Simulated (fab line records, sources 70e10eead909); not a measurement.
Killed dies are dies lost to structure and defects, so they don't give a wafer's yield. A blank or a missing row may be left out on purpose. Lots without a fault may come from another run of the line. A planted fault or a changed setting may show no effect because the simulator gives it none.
Chamber matching | flow nand_harc | NHARC_P_BONDPAD_ETCH_37 on rie_diel-04: 4 sister chambers
The step etches the open film in N2/H2, target depth 60 nm, overetch 18 nm, time 65.91 s. 4 wafers are shown with their chamber, then 12 later ones without.

WAFERS WITH THEIR CHAMBER
wafer  | chamber | showerhead_plenum_p_Torr (Torr)
L090.6 | 1       | 2.08
L089.1 | 0       | 2.19
L092.5 | 2       | 2.08
L092.6 | 3       | 2.08

WAFERS WITHOUT THEIR CHAMBER
wafer  | showerhead_plenum_p_Torr (Torr)
L091.2 | 2.08
L091.3 | 2.19
L091.5 | 2.20
L094.2 | 2.19
L094.3 | 2.08
L094.5 | 2.08
L095.1 | 2.19
L095.3 | 2.08
L095.5 | 2.07
L097.1 | 2.08
L097.5 | 2.19
L097.6 | 2.08

WHICH CHAMBER EACH WENT THROUGH
wafer  | from the rows above          | in truth
L091.2 | can't be placed: 1 or 2 or 3 | 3
L091.3 | 0                            | 0
L091.5 | 0                            | 0
L094.2 | 0                            | 0
L094.3 | can't be placed: 1 or 2 or 3 | 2
L094.5 | can't be placed: 1 or 2 or 3 | 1
L095.1 | 0                            | 0
L095.3 | can't be placed: 1 or 2 or 3 | 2
L095.5 | can't be placed: 1 or 2 or 3 | 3
L097.1 | can't be placed: 1 or 2 or 3 | 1
L097.5 | 0                            | 0
L097.6 | can't be placed: 1 or 2 or 3 | 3
Placed correctly: 5 of 12. Can't be placed from these rows: 7 (the true chamber is among the candidates in 7). Placed wrongly: 0.
How it was worked out, from the rows above alone: a wafer's distance from a chamber is the root of the sum, over the readings, of the square of ((its reading less the chamber's mean) divided by the reading's scatter). The wafer belongs to the nearest chamber; if the next one is less than 2 further off, it can't be placed. A chamber's mean is the mean of its shown wafers. The scatter: with one shown wafer a chamber, the root of the mean of the squares of how far each hidden wafer lies from its nearest shown one.
